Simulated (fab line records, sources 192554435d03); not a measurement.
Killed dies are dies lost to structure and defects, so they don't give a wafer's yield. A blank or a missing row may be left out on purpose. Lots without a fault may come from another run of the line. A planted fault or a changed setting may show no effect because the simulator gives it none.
Chamber matching | flow n5_finfet | N5_MIM_BOT_LITHO_DESCUM_10 on rie_diel-05: 4 sister chambers
The step chemistry O2, time 7.9 s. 4 wafers are shown with their chamber, then 10 later ones without.

WAFERS WITH THEIR CHAMBER
wafer  | chamber | showerhead_plenum_p_Torr (Torr)
L079.5 | 3       | 2.22
L079.6 | 0       | 2.04
L087.3 | 2       | 2.05
L087.5 | 1       | 2.05

WAFERS WITHOUT THEIR CHAMBER
wafer  | showerhead_plenum_p_Torr (Torr)
L087.6 | 2.05
L088.1 | 2.21
L088.2 | 2.05
L088.3 | 2.05
L093.1 | 2.03
L093.3 | 2.05
L093.6 | 2.03
L095.1 | 2.20
L095.2 | 2.04
L095.5 | 2.05

WHICH CHAMBER EACH WENT THROUGH
wafer  | from the rows above          | in truth
L087.6 | can't be placed: 1 or 2 or 0 | 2
L088.1 | 3                            | 3
L088.2 | can't be placed: 1 or 2 or 0 | 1
L088.3 | can't be placed: 1 or 2 or 0 | 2
L093.1 | can't be placed: 0 or 1 or 2 | 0
L093.3 | can't be placed: 1 or 2 or 0 | 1
L093.6 | can't be placed: 0 or 1 or 2 | 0
L095.1 | 3                            | 3
L095.2 | can't be placed: 0 or 1 or 2 | 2
L095.5 | can't be placed: 1 or 2 or 0 | 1
Placed correctly: 2 of 10. Can't be placed from these rows: 8 (the true chamber is among the candidates in 8). Placed wrongly: 0.
How it was worked out, from the rows above alone: a wafer's distance from a chamber is the root of the sum, over the readings, of the square of ((its reading less the chamber's mean) divided by the reading's scatter). The wafer belongs to the nearest chamber; if the next one is less than 2 further off, it can't be placed. A chamber's mean is the mean of its shown wafers. The scatter: with one shown wafer a chamber, the root of the mean of the squares of how far each hidden wafer lies from its nearest shown one.
